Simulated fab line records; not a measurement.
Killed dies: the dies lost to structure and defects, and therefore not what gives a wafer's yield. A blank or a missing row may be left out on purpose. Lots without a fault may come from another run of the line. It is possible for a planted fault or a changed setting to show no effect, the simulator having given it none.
Matching of chambers    flow nandHarc    NHARC_A_DECK1_JOINT_CMP_02 on cmp-04 has 4 sister chambers
The step polishes SiOx. 8 wafers are shown with their chamber, then 11 later ones without.

== WAFERS, EACH WITH ITS CHAMBER ==
wafer   chamber  motorCurrentA (A)
L087.4  3        11.8
L089.1  1        11.9
L089.2  2        12.2
L089.3  0        12.1
L090.2  1        12.3
L090.3  0        12.4
L090.4  3        12.2
L090.1  2        12.1

== WAFERS WITHOUT THEIR CHAMBER ==
wafer   motorCurrentA (A)
L090.5  12.2
L090.6  11.8
L095.1  12.5
L095.2  12.4
L095.5  12.1
L097.1  11.5
L097.4  13.1
L097.6  12.7
L097.2  12.0
L097.3  11.7
L097.5  12.1

== WHICH CHAMBER EACH ONE RAN IN ==
wafer   from the rows above                in truth
L090.5  can't be placed: 0 or 2 or 1 or 3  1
L090.6  can't be placed: 3 or 1 or 2 or 0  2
L095.1  can't be placed: 0 or 2 or 1 or 3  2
L095.2  can't be placed: 0 or 2 or 1 or 3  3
L095.5  can't be placed: 1 or 2 or 3 or 0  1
L097.1  can't be placed: 3 or 1 or 2 or 0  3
L097.4  can't be placed: 0 or 2 or 1 or 3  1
L097.6  can't be placed: 0 or 2 or 1 or 3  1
L097.2  can't be placed: 3 or 1 or 2 or 0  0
L097.3  can't be placed: 3 or 1 or 2 or 0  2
L097.5  can't be placed: 1 or 2 or 3 or 0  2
Correctly placed: 0 of 11. From these rows, 11 cannot be placed; in 11 the true chamber is one of the candidates. Number placed wrongly: 0.
How it was worked out, from the rows above alone: a wafer's distance from a chamber is the root of the sum, over the readings, of the square of ((its reading less the chamber's mean) divided by the reading's scatter). If the next closest chamber is less than 2 further off than the closest, the wafer can't be placed; otherwise it belongs to the closest. The mean given for a chamber averages the wafers shown for that chamber. The scatter is the square root of a quotient: the sum, over the shown wafers, of each reading's squared deviation from its chamber's mean, divided by wafers minus chambers.
